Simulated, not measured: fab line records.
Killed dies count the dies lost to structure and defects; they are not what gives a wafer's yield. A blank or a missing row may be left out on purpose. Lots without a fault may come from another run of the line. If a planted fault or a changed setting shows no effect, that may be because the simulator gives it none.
Comparing a struck lot with a sound one    flow n5-finfet    38 out of 1938 route steps
Sound: these wafers, L297.1, L297.2, L297.5. Struck: wafer L303.5. (L303.3, L303.6 of the same lot were not struck and are left out.) The cause comes at the end.
Order at every step that has rows: each side's tool, ch and its chambers, its first start. Under that, the readings that differ: sound wafers    struck wafers    difference of the means    sigmas: that difference in standard deviations of wafers without a fault.
alike: a reading whose means differ by less than 2 such deviations, as well as words and numbers matching on both sides. not compared: withheld readings; readings where some wafer has no value; bounds like >300 that might hide an equal value; numbers whose values overlap and for which the record gives no deviation.
Wherever a step has rows on one side only, a row that says differs or no value, or a row with sigmas, the two part there. Numbers that don't overlap but have no deviation are shown without sigmas and don't part them. A reading that every wafer of one side lacks parts them only if that side has two wafers or more.

first, 9 steps without rows for these wafers: N5_BEOL_M9_COAT_60 (time 60 s, resist thk 30 nm); N5_BEOL_M9_COAT_05 (resist thk 90 nm); N5_BEOL_M9_EBR_07; N5_BEOL_M9_SOFTBAKE_06 (time 60 s); N5_BEOL_M9_EXPOSE_08 (exposes mask M9); N5_BEOL_M9_PEB_09 (peb time 60 s); N5_BEOL_M9_DEVELOP_10 (develop time 30 s); N5_BEOL_M9_DESCUM_16 (chemistry O2, time 7.9 s); N5_BEOL_M9_ETCH_61 (etches SiARC in CF4, target depth 39 nm, time 65 s).
N5_BEOL_M9_ETCH_62: etches SOC in N2/H2, target depth 110 nm, overetch 22 nm, time 165 s.
  sound on rie-diel-01 ch 1,3, day 10 04:47; struck on rie-diel-01 ch 0, day 13 06:41
reading                                     sound           struck  difference  sigmas
model.SiARC_of_BEOL_M9_COAT_60.thk-nm (nm)  23.4 23.4 23.6  18.8    -4.7        
model.BEOL_M9.cd-offset-nm (nm)             -0.2 -0.8 0     3.6     +3.9        
  alike: chamber-pressure-mTorr, drypump-motor-current-A, n2-flow-sccm, oes-product-au, rf-vpp-V, showerhead-plenum-p-Torr, throttle-valve-pct
  not compared: rf-hours-counter-h
then, 2 steps without rows for these wafers: N5_BEOL_M9_STRIP_68 (strips in N2/H2); N5_BEOL_M9_STRIP_67 (strips in CF4).
N5_BEOL_M9_HM_OPEN_17: chemistry Cl2/BCl3, target TiN, target depth 20 nm, overetch 6 nm.
  sound on rie-metal-02 ch 0,1, day 10 05:19; struck on rie-metal-02 ch 0, day 13 06:54
reading                          sound           struck  difference  sigmas
oes-product-au (a.u.)            0.57 0.54 0.58  0.81    +0.25       +3
model.BEOL_M9.cd-offset-nm (nm)  -0.2 -0.6 0.2   3.6     +3.8        
  alike: chamber-pressure-mTorr, drypump-motor-current-A, throttle-valve-pct
  not compared: rf-hours-counter-h
then, 1 step without rows for these wafers: N5_BEOL_M9_STRIP_19 (strips in O2).
N5_BEOL_M9_CD_MEAS_18: pitch 140 nm, target cd 70 nm.
  struck on cd-sem-01, day 13 07:03; sound on cd-sem-02, day 10 05:29
reading     sound           struck  difference  sigmas
cd-nm (nm)  69.4 69.1 70.3  73.8    +4.2        +6
then, 21 steps without rows for these wafers: N5_BEOL_M9_COAT_63 (time 60 s, resist thk 60 nm); N5_BEOL_M9_COAT_64 (time 60 s, resist thk 12 nm); N5_BEOL_M9_COAT_75 (time 60 s, resist thk 5 nm); N5_BEOL_M9_COAT_22 (resist thk 30 nm); N5_BEOL_M9_EBR_24; N5_BEOL_M9_SOFTBAKE_23 (time 60 s); N5_BEOL_M9_EXPOSE_25 (exposes mask V8); N5_BEOL_M9_PEB_26 (peb time 60 s); N5_BEOL_M9_DEVELOP_27 (develop time 30 s); N5_BEOL_M9_DESCUM_33 (chemistry O2, time 7 s); N5_BEOL_M9_ETCH_76 (etches underlayer in N2/H2, target depth 6.5 nm, time 5.2 s); N5_BEOL_M9_ETCH_65 (etches SiARC in CF4, target depth 15.6 nm, time 26 s); N5_BEOL_M9_ETCH_66 (etches SOC in N2/H2, target depth 80 nm, overetch 16 nm, time 120 s); N5_BEOL_M9_STRIP_69 (strips in N2/H2); N5_BEOL_M9_STRIP_77 (strips in N2/H2); N5_BEOL_M9_VIA_ETCH_34 (etches SiCOH lowk in C4F6/O2, target depth 182.4 nm, time 68.4 s); N5_BEOL_M9_STRIP_73 (strips in C4F6/O2); N5_BEOL_M9_STRIP_36 (strips in N2/H2); N5_BEOL_M9_TRENCH_ETCH_37 (etches SiCOH lowk in C4F6/O2, target depth 151.43 nm, time 49 s); N5_BEOL_M9_ETCH_41 (etches SiCN in CH3F/O2, target depth 36.6 nm, time 70.1 s); N5_BEOL_M9_STRIP_80 (strips in N2/H2, time 10 s).
N5_BEOL_M9_CD_MEAS_35: target cd 70 nm, target cd y 40 nm.
  struck on cd-sem-02, day 13 10:14; sound on cd-sem-03, day 10 08:33
reading     sound           struck  difference  sigmas
cd-nm (nm)  69.6 69.3 70.1  73.2    +3.5        +5
-- a jump in the record: the struck wafers' starts before and after are 2 days apart (it breaks off in module BEOL_M9 and resumes in module PASSIVATION, where the first step shown is number 1936 of the route) --
N5_PASSIVATION_PROBE_49:
  record: rows for the struck wafers here (prober-01, day 15 19:07), none for the sound ones

WHERE THEY PART
First at N5_BEOL_M9_HM_OPEN_17; last, within this record, at N5_PASSIVATION_PROBE_49.

WHY: the cause the simulator had injected
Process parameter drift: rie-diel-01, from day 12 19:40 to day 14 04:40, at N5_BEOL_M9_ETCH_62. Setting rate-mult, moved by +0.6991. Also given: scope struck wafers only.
